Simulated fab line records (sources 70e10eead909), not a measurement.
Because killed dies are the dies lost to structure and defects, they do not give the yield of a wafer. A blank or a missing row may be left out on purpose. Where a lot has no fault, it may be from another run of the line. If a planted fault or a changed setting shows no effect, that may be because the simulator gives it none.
fab line records -- flow nand-harc
record: lots: 6, wafers: 18, last-day: 24
route steps=1159 shown A_WL_FILL@828 A_CONTACT@840 END@1159
lots untouched by any fault: they come from a run of this same line in which no faults occurred
start-h: hours from the record's first day to the start of the lot's first wafer shown -- wait-h: how many hours have passed since the lot's step before this one -- " identical to the entry in the row above -- L1.1+2: one row covering several wafers at once -- - value missing, or start not given -- * or withheld: withheld -- < > ~ a bound
route shown NAME@n: names a module that has steps shown in the file, with the first one's number in the route -- usual: mean/standard deviation taken from wafers without a fault -- same: alike in all rows -- chamber/n: place in a boat -- sites: the reading at each site -- _std_site: their standard deviation -- _edge_site: the outer-site mean with the inner-site mean subtracted -- radius-mm: how far each site lies from the wafer's centre -- mask NAME#n: copy n -- behind: the most recent tool/chamber to have shaped the wafer -- hold: why the lot was held/for how many hours/how that ended -- device: the n, p or np transistor that did not switch -- end of line: the route-end tests of the same wafers -- step lacking rows: just its recipe -- killed: dies lost to structure and defects at the first sort, not the wafer's yield -- map: a wafer's dies, x killed, . not, _ none there
set.NAME: the run value of the setting; set.NAME@STEP: its run value at that earlier step -- model.NAME: the simulator's own value behind a step, which no gauge read
lots at selected steps of the route; one table per step, one row per wafer
services: when a tool's chamber went out of use (start-h, in hours from the record's first day, below 0 if earlier), for how many hours, and the reason
== steps ==
step: NHARC_A_WL_FILL_CVD_23
recipe: target-thk-a: 400, temp-c: 620, pressure-mtorr: 200, time-s: 800, material: poly-Si
step: NHARC_A_WL_FILL_ETCHBACK_26
recipe: target-depth-a: 520, time-s: 13.3, hbr-flow-sccm: 150, rf-w: 350, icp-w: 350, bias-w: 60, chemistry: HBr
usual: drypump-motor-current-A: 5.9/0.45, oes-product-au: 1.000/0.013, throttle-valve-pct: 23.264/0.0095
lot.wafer,tool,chamber,start-h,wait-h,drypump-motor-current-A,oes-product-au,rf-hours-counter-h,throttle-valve-pct
L478.1,rie-si-03,1,361.68,0.4,6.2,0.981,0.2,23.257
L478.6,rie-si-03,0,361.68,0.4,4.9,0.985,-,23.254
L478.5,rie-si-03,1,361.68,0.4,6.2,0.984,-,23.257
L480.2,rie-si-05,1,367.52,0.4,6.1,0.994,0.9,23.267
L480.5,rie-si-05,1,367.52,0.4,6.1,0.998,-,23.255
L480.6,rie-si-05,2,367.52,0.4,6.1,0.999,-,23.259
L482.3,rie-si-03,1,383.00,0.4,6.2,0.994,0.4,23.256
L482.2,rie-si-03,3,383.00,0.4,6.0,1.011,0.2,23.277
L482.5,rie-si-03,2,383.00,0.4,5.8,1.001,-,23.268
L490.2,rie-si-03,1,428.01,0.4,6.2,0.995,0.7,23.253
L490.4,rie-si-03,3,428.01,0.4,6.0,1.014,0.5,23.272
L490.6,rie-si-03,2,428.01,0.4,5.9,0.998,-,23.253
L489.4,rie-si-02,2,442.68,0.4,6.4,1.015,0.5,23.276
L489.3,rie-si-02,1,442.68,0.4,6.0,1.022,0.4,23.260
L489.5,rie-si-02,2,442.68,0.4,6.5,1.020,-,23.265
L495.4,rie-si-02,3,452.22,0.4,5.6,1.008,0.5,23.270
L495.3,rie-si-02,2,452.22,0.4,6.4,1.020,0.6,23.276
L495.5,rie-si-02,3,452.22,0.4,5.5,1.008,-,23.255
step: NHARC_A_WL_FILL_PRECLEAN_30
recipe: time-s: 10, chemistry: dHF
step: NHARC_A_WL_FILL_SRD_14
step: NHARC_A_WL_FILL_ALD_19
recipe: target-thk-a: 20, pulse-time-s: 3, ald-cycles: 100, temp-c: 450, material: TiN
step: NHARC_A_WL_FILL_CVD_20
recipe: target-thk-a: 750, temp-c: 300, pressure-torr: 40, wf6-flow-sccm: 40, h2-flow-sccm: 1600, ar-flow-sccm: 1560, time-s: 5064, material: W
step: NHARC_A_WL_FILL_CMP_12
recipe: t-overpolish-s: 30, target-thk-nm: 75
step: NHARC_A_WL_FILL_SRD_31
step: NHARC_A_WL_FILL_INSPECT_15
usual: raw-defect-count: 376/130
lot.wafer,tool,chamber,start-h,wait-h,raw-defect-count
L478.1,defect-inspect-02,-,370.38,0.0,496
L478.5,defect-inspect-02,-,370.38,0.0,465
L478.6,defect-inspect-02,-,370.38,0.0,317
L480.2,defect-inspect-02,-,374.86,0.0,248
L480.5,defect-inspect-02,-,374.86,0.0,230
L480.6,defect-inspect-02,-,374.86,0.0,246
L482.2,defect-inspect-02,-,394.27,0.0,267
L482.3,defect-inspect-02,-,394.27,0.0,607
L482.5,defect-inspect-02,-,394.27,0.0,397
L490.2,defect-inspect-02,-,434.11,0.0,314
L490.4,defect-inspect-02,-,434.11,0.0,328
L490.6,defect-inspect-02,-,434.11,0.0,395
L489.3,defect-inspect-01,-,448.64,0.0,368
L489.4,defect-inspect-01,-,448.64,0.0,338
L489.5,defect-inspect-01,-,448.64,0.0,292
L495.3,defect-inspect-01,-,462.41,0.0,514
L495.4,defect-inspect-01,-,462.41,0.0,749
L495.5,defect-inspect-01,-,462.41,0.0,644
step: NHARC_A_CONTACT_DEP_24
recipe: target-thk-a: 5000, temp-c: 400, pressure-torr: 6.5, rf-w: 900, teos-flow-sccm: 161.4, flow-sccm: 2650, target-thk-nm: 500, gas: O2, material: SiO2
usual: flow-sccm: 2651/8.4, heater-power-w: 497/110, throttle-valve-pct: 16.1/0.58
lot.wafer,tool,chamber,start-h,wait-h,flow-sccm,heater-power-w,throttle-valve-pct
L478.1,pecvd-04,1,370.51,0.1,2648,381,16.8
L478.5,pecvd-04,0,370.51,0.1,2652,459,17.2
L478.6,pecvd-04,2,370.51,0.1,2647,526,15.8
L480.2,pecvd-02,1,375.05,0.2,2662,477,15.8
L480.6,pecvd-02,2,375.05,0.2,2652,404,15.6
L480.5,pecvd-02,0,375.05,0.2,2636,666,16.7
L482.3,pecvd-04,1,394.34,0.1,2651,364,16.5
L482.2,pecvd-04,0,394.34,0.1,2655,483,17.3
L482.5,pecvd-04,0,394.34,0.1,2651,507,17.0
L490.2,pecvd-02,1,434.48,0.4,2654,477,15.9
L490.4,pecvd-02,0,434.48,0.4,2646,727,16.6
L490.6,pecvd-02,1,434.48,0.4,2642,507,15.6
L489.3,pecvd-02,2,448.83,0.2,2641,398,15.9
L489.5,pecvd-02,1,448.83,0.2,2647,465,15.8
L489.4,pecvd-02,2,448.83,0.2,2632,425,15.7
L495.3,pecvd-01,2,462.48,0.1,2643,397,15.8
L495.4,pecvd-01,0,462.48,0.1,2643,645,16.4
L495.5,pecvd-01,1,462.48,0.1,2639,394,15.3
step: NHARC_A_CONTACT_DEP_28
recipe: target-thk-a: 36000, temp-c: 400, material: aC
step: NHARC_A_CONTACT_DEP_29
recipe: target-thk-a: 700, target-thk-nm: 70, temp-c: 400, pressure-torr: 3.5, flow-sccm: 200, rf-w: 350, material: SiON
step: NHARC_A_CONTACT_DEHYDRATE_32
recipe: temp-c: 150, time-s: 120
step: NHARC_A_CONTACT_HMDS_33
recipe: time-s: 30
step: NHARC_A_CONTACT_COAT_34
recipe: temp-c: 260, time-s: 75
step: NHARC_A_CONTACT_COAT_35
recipe: temp-c: 225, time-s: 65
step: NHARC_A_CONTACT_COAT_36
recipe: spin-rpm: 1500, resist-thk-nm: 90
step: NHARC_A_CONTACT_SOFTBAKE_37
recipe: temp-c: 105, time-s: 55
step: NHARC_A_CONTACT_EBR_38
step: NHARC_A_CONTACT_EXPOSE_39
recipe: na: 1.35, sigma-outer: 0.8, dose-mj: 58.79, mask-id: A_CC_3
step: NHARC_A_CONTACT_PEB_40
recipe: peb-temp-c: 100, peb-time-s: 65
step: NHARC_A_CONTACT_DEVELOP_41
recipe: develop-time-s: 35, dev-temp-c: 23
step: NHARC_A_CONTACT_CD_MEAS_42
recipe: target-cd-nm: 200, landing-energy-ev: 500
usual: cd-nm: 199.6/0.7
lot.wafer,tool,chamber,start-h,wait-h,cd-nm
L478.1,cd-sem-01,0,374.13,-,199.0
L478.5,cd-sem-01,0,374.13,-,198.8
L478.6,cd-sem-01,0,374.13,-,199.4
L480.2,cd-sem-02,0,378.49,-,199.2
L480.5,cd-sem-02,0,378.49,-,200.5
L480.6,cd-sem-02,0,378.49,-,198.5
L482.2,cd-sem-01,0,398.33,-,201.0
L482.3,cd-sem-01,0,398.33,-,200.3
L482.5,cd-sem-01,0,398.33,-,199.6
L490.2,cd-sem-03,0,438.66,-,198.9
L490.4,cd-sem-03,0,438.66,-,199.2
L490.6,cd-sem-03,0,438.66,-,199.3
L489.3,cd-sem-02,0,452.13,-,199.8
L489.4,cd-sem-02,0,452.13,-,199.6
L489.5,cd-sem-02,0,452.13,-,200.6
L495.3,cd-sem-02,0,468.32,-,199.5
L495.4,cd-sem-02,0,468.32,-,200.2
L495.5,cd-sem-02,0,468.32,-,200.9
step: NHARC_A_CONTACT_OVL_MEAS_43
usual: overlay-x-nm: -0.2/0.96, overlay-y-nm: -0.2/0.88
lot.wafer,tool,chamber,start-h,wait-h,overlay-x-nm,overlay-y-nm
L478.1,overlay-01,-,374.22,-,-1.0,-0.6
L478.5,overlay-01,-,374.22,-,-0.9,-0.6
L478.6,overlay-01,-,374.22,-,-1.1,-0.8
L480.2,overlay-02,-,378.58,-,0.1,-0.6
L480.5,overlay-02,-,378.58,-,0.1,-0.9
L480.6,overlay-02,-,378.58,-,0.4,-0.7
L482.2,overlay-02,-,398.41,-,-0.1,-1.2
L482.3,overlay-02,-,398.41,-,-0.7,-1.4
L482.5,overlay-02,-,398.41,-,0.2,-0.4
L490.2,overlay-01,-,438.74,-,0.8,-0.7
L490.4,overlay-01,-,438.74,-,0.9,-1.2
L490.6,overlay-01,-,438.74,-,0.4,-0.8
L489.3,overlay-02,-,452.22,-,0.5,1.1
L489.4,overlay-02,-,452.22,-,1.1,1.3
L489.5,overlay-02,-,452.22,-,0.8,1.1
L495.3,overlay-02,-,468.40,-,0.0,0.0
L495.4,overlay-02,-,468.40,-,0.5,0.4
L495.5,overlay-02,-,468.40,-,0.2,0.1
step: NHARC_A_CONTACT_DESCUM_47
recipe: time-s: 3, o2-flow-sccm: 200, ar-flow-sccm: 0, bias-power-w: 0, chemistry: O2
usual: drypump-motor-current-A: 5.7/0.4, o2-flow-sccm: 200.0/0.57, oes-product-au: 0.997/0.013, rf-vpp-V: 57.8/0.82, showerhead-plenum-p-Torr: 1.89/0.058, throttle-valve-pct: 11.310/0.0094
same: bias-power-w: 0
lot.wafer,tool,chamber,start-h,wait-h,drypump-motor-current-A,o2-flow-sccm,oes-product-au,rf-hours-counter-h,rf-vpp-V,showerhead-plenum-p-Torr,throttle-valve-pct
L478.1,rie-diel-02,3,374.32,0.1,6.2,200.2,1.005,13,57.8,1.91,11.302
L478.6,rie-diel-02,2,374.32,0.1,5.9,200.8,0.987,-,57.2,1.82,11.307
L478.5,rie-diel-02,3,374.32,0.1,6.1,199.6,1.003,-,57.7,1.91,11.308
L480.2,rie-diel-02,0,378.68,0.1,5.1,200.5,0.993,11,56.0,1.91,11.318
L480.5,rie-diel-02,3,378.68,0.1,6.1,199.7,1.006,-,55.7,1.91,11.327
L480.6,rie-diel-02,0,378.68,0.1,5.1,200.1,0.990,-,58.1,1.91,11.313
L482.2,rie-diel-08,1,398.53,0.1,5.0,199.3,0.989,39,57.5,1.85,11.298
L482.3,rie-diel-08,2,398.53,0.1,5.9,199.4,0.996,41,57.7,1.96,11.307
L482.5,rie-diel-08,3,398.53,0.1,5.2,200.2,1.000,-,58.0,1.95,11.306
L490.2,rie-diel-08,2,438.84,0.1,5.9,200.4,0.990,55,58.0,1.95,11.307
L490.4,rie-diel-08,1,438.84,0.1,5.0,200.4,0.969,56,57.7,1.84,11.295
L490.6,rie-diel-08,3,438.84,0.1,5.3,200.7,0.998,-,58.2,1.95,11.318
L489.4,rie-diel-05,1,452.33,0.1,5.8,200.1,1.012,18,57.8,1.86,11.327
L489.3,rie-diel-05,2,452.33,0.1,6.1,201.0,0.974,19,57.3,1.86,11.315
L489.5,rie-diel-05,0,452.33,0.1,5.9,199.8,0.991,-,58.1,1.93,11.328
L495.3,rie-diel-02,1,468.52,0.1,6.0,200.7,0.994,48,58.5,1.96,11.306
L495.4,rie-diel-02,2,468.52,0.1,5.9,198.7,0.998,44,57.5,1.81,11.320
L495.5,rie-diel-02,3,468.52,0.1,6.2,200.2,0.994,-,58.7,1.90,11.300
step: NHARC_A_CONTACT_ETCH_48
recipe: target-depth-a: 390, over-etch-frac: 0.3, time-s: 65, ion-energy-ev: 80, cf4-flow-sccm: 150, ar-flow-sccm: 0, rf-w: 300, bias-w: 100, chemistry: CF4
step: NHARC_A_CONTACT_ETCH_49
recipe: target-depth-a: 2600, over-etch-frac: 0.3, time-s: 475.3, ion-energy-ev: 200, n2-flow-sccm: 150, h2-flow-sccm: 150, ar-flow-sccm: 0, rf-w: 400, bias-w: 150, chemistry: N2/H2
usual: drypump-motor-current-A: 5.7/0.4, oes-product-au: 0.995/0.013, rf-vpp-V: 429.8/2, showerhead-plenum-p-Torr: 2.01/0.064, throttle-valve-pct: 14.172/0.0097
lot.wafer,tool,chamber,start-h,wait-h,drypump-motor-current-A,oes-product-au,rf-hours-counter-h,rf-vpp-V,showerhead-plenum-p-Torr,throttle-valve-pct
L478.1,rie-diel-02,2,-,-,5.9,0.981,12,427.1,1.94,14.166
L478.5,rie-diel-02,3,-,-,6.2,1.003,-,430.4,2.03,14.176
L478.6,rie-diel-02,0,-,-,5.1,0.994,-,431.6,2.04,14.170
L480.2,rie-diel-02,3,-,-,6.2,1.001,14,431.7,2.03,14.185
L480.6,rie-diel-02,2,-,-,5.9,0.991,-,427.8,1.94,14.171
L480.5,rie-diel-02,3,-,-,6.2,1.005,-,430.7,2.03,14.193
L482.3,rie-diel-08,1,-,-,5.0,0.987,39,428.0,1.97,14.169
L482.2,rie-diel-08,3,-,-,5.3,0.989,43,432.4,2.08,14.169
L482.5,rie-diel-08,0,-,-,6.1,1.007,-,426.5,1.91,14.187
L490.2,rie-diel-08,1,-,-,5.0,0.991,56,427.8,1.96,14.173
L490.4,rie-diel-08,3,-,-,5.3,0.995,57,431.1,2.08,14.173
L490.6,rie-diel-08,1,-,-,5.0,0.983,-,429.2,1.96,14.152
L489.4,rie-diel-05,3,-,-,5.7,1.035,10,430.9,2.09,14.160
L489.3,rie-diel-05,0,-,-,5.9,0.987,18,431.1,2.05,14.178
L489.5,rie-diel-05,2,-,-,6.1,0.982,-,428.5,1.98,14.173
L495.3,rie-diel-02,1,-,-,6.0,0.990,48,431.4,2.09,14.156
L495.4,rie-diel-02,2,-,-,5.9,0.998,44,428.2,1.93,14.182
L495.5,rie-diel-02,1,-,-,6.0,0.994,-,431.3,2.09,14.179
step: NHARC_A_CONTACT_ETCH_50
recipe: target-depth-a: 847, time-s: 42.4, cf4-flow-sccm: 100, chf3-flow-sccm: 30, ar-flow-sccm: 0, rf-w: 500, bias-w: 200, chemistry: CF4/CHF3
usual: drypump-motor-current-A: 5.7/0.39, oes-product-au: 0.939/0.026, rf-vpp-V: 370.0/1.8, showerhead-plenum-p-Torr: 1.56/0.046, throttle-valve-pct: 16.802/0.0095
lot.wafer,tool,chamber,start-h,wait-h,drypump-motor-current-A,oes-product-au,rf-hours-counter-h,rf-vpp-V,showerhead-plenum-p-Torr,throttle-valve-pct
L478.1,rie-diel-02,1,-,-,6.0,0.984,13,372.1,1.62,16.794
L478.5,rie-diel-02,1,-,-,6.0,0.976,-,372.4,1.62,16.800
L478.6,rie-diel-02,2,-,-,5.9,0.950,-,367.4,1.50,16.801
L480.2,rie-diel-02,0,-,-,5.0,0.970,11,371.5,1.57,16.807
L480.5,rie-diel-02,2,-,-,5.9,0.970,-,368.0,1.50,16.808
L480.6,rie-diel-02,3,-,-,6.2,0.973,-,369.9,1.57,16.813
L482.3,rie-diel-08,2,-,-,5.9,0.927,41,373.2,1.61,16.799
L482.2,rie-diel-08,3,-,-,5.3,0.918,43,371.7,1.60,16.809
L482.5,rie-diel-08,2,-,-,5.9,0.928,-,372.0,1.61,16.808
L490.2,rie-diel-08,0,-,-,6.1,0.929,54,368.3,1.48,16.785
L490.4,rie-diel-08,1,-,-,5.0,0.915,56,366.8,1.52,16.796
L490.6,rie-diel-08,1,-,-,5.0,0.915,-,367.8,1.52,16.815
L489.3,rie-diel-05,2,-,-,6.1,0.960,19,368.3,1.53,16.822
L489.4,rie-diel-05,0,-,-,5.9,0.959,18,372.9,1.58,16.786
L489.5,rie-diel-05,3,-,-,5.8,0.985,-,370.4,1.61,16.787
L495.3,rie-diel-02,2,-,-,5.9,0.921,45,368.4,1.49,16.804
L495.4,rie-diel-02,3,-,-,6.2,0.932,43,370.8,1.56,16.808
L495.5,rie-diel-02,1,-,-,6.0,0.932,-,371.9,1.61,16.813
step: NHARC_A_CONTACT_ETCH_51
recipe: target-depth-a: 36000, over-etch-frac: 0.3, time-s: 936, ion-energy-ev: 150, o2-flow-sccm: 400, cos-flow-sccm: 20, ar-flow-sccm: 0, rf-w: 500, bias-w: 300, chemistry: O2/COS
step: NHARC_A_CONTACT_ETCH_111
recipe: source-w: withheld, pressure-mtorr: 20, bias-v: withheld, time-s: 140, target-depth-a: 7000, ar-flow-sccm: withheld, c4f8-flow-sccm: withheld, o2-flow-sccm: withheld, chemistry: C4F8/O2/Ar
step: NHARC_A_CONTACT_ETCH_112
recipe: source-w: withheld, pressure-mtorr: 20, bias-v: 3000, time-s: 94, target-depth-a: 9220, ar-flow-sccm: withheld, c4f8-flow-sccm: withheld, o2-flow-sccm: withheld, chemistry: C4F8/O2/Ar
lot.wafer,tool,chamber,start-h,wait-h,rf-hours-counter-h
L478.1,har-cap-etch-01,0,375.77,0.2,57
L478.6,har-cap-etch-01,0,375.77,0.2,-
L478.5,har-cap-etch-01,1,375.77,0.2,-
L480.2,har-cap-etch-03,1,380.16,0.2,87
L480.6,har-cap-etch-03,1,380.16,0.2,-
L480.5,har-cap-etch-03,0,380.16,0.2,-
L482.2,har-cap-etch-01,0,399.98,0.1,61
L482.3,har-cap-etch-01,1,399.98,0.1,-
L482.5,har-cap-etch-01,1,399.98,0.1,-
L490.2,har-cap-etch-03,0,440.82,0.2,99
L490.4,har-cap-etch-03,0,440.82,0.2,-
L490.6,har-cap-etch-03,0,440.82,0.2,-
L489.3,har-cap-etch-02,0,453.81,0.1,-
L489.4,har-cap-etch-02,1,453.81,0.1,-
L489.5,har-cap-etch-02,1,453.81,0.1,-
L495.3,har-cap-etch-02,0,470.44,0.1,-
L495.4,har-cap-etch-02,1,470.44,0.1,-
L495.5,har-cap-etch-02,0,470.44,0.1,-
step: NHARC_A_CONTACT_ETCH_113
recipe: source-w: withheld, pressure-mtorr: 20, bias-v: 3000, time-s: 94, target-depth-a: 9220, ar-flow-sccm: withheld, c4f8-flow-sccm: withheld, o2-flow-sccm: withheld, chemistry: C4F8/O2/Ar
step: NHARC_A_CONTACT_ETCH_114
recipe: source-w: withheld, pressure-mtorr: 20, bias-v: 3000, time-s: 94, target-depth-a: 9220, ar-flow-sccm: withheld, c4f8-flow-sccm: withheld, o2-flow-sccm: withheld, chemistry: C4F8/O2/Ar
step: NHARC_A_CONTACT_ETCH_115
recipe: source-w: withheld, pressure-mtorr: 20, bias-v: 3000, time-s: 94, target-depth-a: 9220, ar-flow-sccm: withheld, c4f8-flow-sccm: withheld, o2-flow-sccm: withheld, chemistry: C4F8/O2/Ar
step: NHARC_A_CONTACT_ETCH_116
recipe: source-w: withheld, pressure-mtorr: 20, bias-v: 3000, time-s: 94, target-depth-a: 9220, ar-flow-sccm: withheld, c4f8-flow-sccm: withheld, o2-flow-sccm: withheld, chemistry: C4F8/O2/Ar
step: NHARC_A_CONTACT_ETCH_117
recipe: source-w: withheld, pressure-mtorr: 20, bias-v: 3000, time-s: 94, target-depth-a: 9220, ar-flow-sccm: withheld, c4f8-flow-sccm: withheld, o2-flow-sccm: withheld, chemistry: C4F8/O2/Ar
step: NHARC_A_CONTACT_ETCH_118
recipe: source-w: withheld, pressure-mtorr: 20, bias-v: 3000, time-s: 94, target-depth-a: 9220, ar-flow-sccm: withheld, c4f8-flow-sccm: withheld, o2-flow-sccm: withheld, chemistry: C4F8/O2/Ar
step: NHARC_END_SORT_01
recipe: temp-c: 25
usual: killed-at-array: 26/9.1, killed-at-other: 0.7/0.9, killed-at-periphery: 3.6/2.8, killed-dies: 30/9.2, killed-open: 3.0/1.9, killed-short: 2.0/1.4
same: gross-dies: 677
lot.wafer,tool,chamber,start-h,wait-h,killed-at-array,killed-at-other,killed-at-periphery,killed-dies,killed-open,killed-short
L490.2,prober-02,0,513.20,2.8,115,0,1,116,3,1
L490.4,prober-02,0,514.85,3.5,115,0,1,116,1,1
L490.6,prober-02,0,516.49,4.1,109,0,3,112,1,0
L489.3,prober-01,0,527.69,3.1,61,0,2,63,3,1
L489.4,prober-01,0,528.49,3.4,61,0,5,66,0,2
L489.5,prober-01,0,529.30,3.7,103,1,4,108,3,3
killed by level:class
L490.2 A_CONTACT:unspecified=86 A_CHANNEL_HOLE_D1:chamber-film-flake=18 A_CONTACT:chamber-film-flake=5 A_STAIRCASE:chamber-film-flake=2 P_M2:geometric-particle:open=1 A_SOURCE_PLATE:geometric-particle:open=1 A_CHANNEL_FILL_D1:geometric-particle:short=1 A_BLC:geometric-particle:open=1
L490.4 A_CONTACT:unspecified=87 A_CHANNEL_HOLE_D1:chamber-film-flake=12 A_CONTACT:chamber-film-flake=9 A_STAIRCASE:chamber-film-flake=3 A_SOURCE_PLATE:geometric-particle:open=1 A_CONTACT:geometric-particle:short=1 P_GATE:chamber-film-flake=1 A_WL_FILL:chamber-film-flake=1
L490.6 A_CONTACT:unspecified=83 A_CHANNEL_HOLE_D1:chamber-film-flake=13 A_CONTACT:chamber-film-flake=8 A_STAIRCASE:chamber-film-flake=4 P_GATE:chamber-film-flake=2 A_WL_FILL:geometric-particle:open=1 P_ZERO_WELL:chamber-film-flake=1
L489.3 A_CONTACT:unspecified=46 A_CHANNEL_HOLE_D1:chamber-film-flake=5 A_CONTACT:chamber-film-flake=4 P_M1:chamber-film-flake=2 A_CHANNEL_FILL_D1:geometric-particle:short=1 A_SGD_CUT:geometric-particle:open=1 A_CONTACT:geometric-particle:open=1 A_BLC:geometric-particle:open=1
L489.4 A_CONTACT:unspecified=47 A_CHANNEL_HOLE_D1:chamber-film-flake=6 P_M1:chamber-film-flake=5 A_CONTACT:chamber-film-flake=3 A_ONON_D1:geometric-particle:short=1 A_CHANNEL_HOLE_D1:geometric-particle:short=1 A_ZERO_WELL:chamber-film-flake=1 A_SLIT:chamber-film-flake=1
L489.5 A_CONTACT:unspecified=90 A_CHANNEL_HOLE_D1:chamber-film-flake=5 P_M1:chamber-film-flake=3 A_CONTACT:chamber-film-flake=2 P_GATE:geometric-particle:short=1 A_SOURCE_PLATE:geometric-particle:open=1 A_CHANNEL_HOLE_D1:geometric-particle:short=1 A_WL_FILL:geometric-particle:short=1
map L489.5 (x killed, . not)
____________.____________
_________......._________
_______..........x_______
______.............______
_____...x..........._____
____.................____
____.................____
___...................___
___...................___
__.....................__
__.x...................__
_.x....................._
_..............x........_
_.x..........x.........._
_......................._
_..x...................._
.x.......................
x..xx....x...............
.........x....x..........
........xxxxxxx........x.
......x.xxxxxxx..........
_.....xxxxxxxxxx........_
_......xxxxxxxx........._
_......xxxxxxxxx........_
_......xxxxxxxx....x...._
_.....xxxxxxxxx......x.._
__......xxxxxx.x.......__
__....x.xxxxxxx........__
___....x.xxxxx........___
___.....x.xxx..x......___
____......x.x......x.____
____.....x.x.........____
_____..............._____
______.............______
_______..........._______
_________......._________
____________.____________
map L490.2 (x killed, . not)
____________.____________
_________......._________
_______..........._______
______.....x.......______
_____..............x_____
____.....x...........____
____.................____
___...................___
___...................___
__.....................__
__.....................__
_.....x................._
_......................._
_......................._
_......................._
_......................._
..xx.....................
.........x.x.............
.....x..x.xx.............
...x.xx..xxxxx.x.........
.....xx.xxxxxxx..........
_..xx.xxxxxxxxx........._
_.....xxxxxxxxx........._
_..x...xxxxxxxx........._
_....x..xxxxxxx........._
_.......xxxxxxx.x..x...._
__.x...xxxxxxxxx..x....__
__.....xxxxxxxx.......x__
___......xxxxx.x......___
___.....x.xxxx........___
____....x.x......x...____
____.....x......xx...____
_____x.......x...x.._____
______.............______
_______..........._______
_________......._________
____________.____________
== services ==
tool,chamber,start-h,hours,kind
rie-diel-02,0,337.94,7.0,repair
rie-diel-05,-,340.90,9.0,pm
pecvd-01,-,344.04,0.2,repair
rie-diel-02,0,362.10,-,clean
rie-diel-02,1,362.10,-,clean
rie-diel-02,2,362.10,-,clean
rie-diel-02,3,362.10,-,clean
pecvd-04,-,376.00,13.0,pm
rie-diel-02,3,384.07,6.7,repair
rie-diel-02,0,386.60,-,clean
rie-diel-02,1,386.60,-,clean
rie-diel-02,2,386.60,-,clean
rie-si-02,-,388.00,9.0,pm
rie-si-05,-,390.93,0.5,repair
rie-si-02,-,397.67,0.1,repair
rie-diel-02,0,411.10,-,clean
rie-diel-02,1,411.10,-,clean
rie-diel-02,2,411.10,-,clean
rie-diel-02,3,411.10,-,clean
pecvd-01,-,411.29,0.9,repair
rie-si-05,-,416.00,9.0,pm
pecvd-01,-,418.26,13.0,pm
rie-diel-02,0,446.67,2.1,repair
rie-si-03,1,454.76,7.0,repair
== key ==
first-sign: step: NHARC_END_SORT_01, reading: killed-at-array, direction: up, sigmas: 7.4, usual: 26, struck: 94
effect: step: NHARC_END_SORT_01, reading: killed-dies, direction: up, sigmas: 7.2, usual: 30, struck: 97
more-kills-born-at: NHARC_A_CONTACT_DEP_24@pecvd-02: 439
met-at NHARC_A_CONTACT_DEP_24
struck-wafers L489.3,L489.4,L489.5,L490.2,L490.4,L490.6
tester-left-out L489,L490
onset-between 375.05 434.48
fault: kind: chamber-particle-source, tool: pecvd-02, chamber: -, onset-h: 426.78, steps: NHARC_A_CONTACT_DEP_24, rate-per-visit-cm2: 0.91981, end-h: 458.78
tester-left-out: of these lots the tester's yield and bins aren't shown, on N5 and GAA mostly nor the transistor test; their killed dies are dies lost to structure and defects alone, not to doping, threshold or leakage, so they don't give the yield
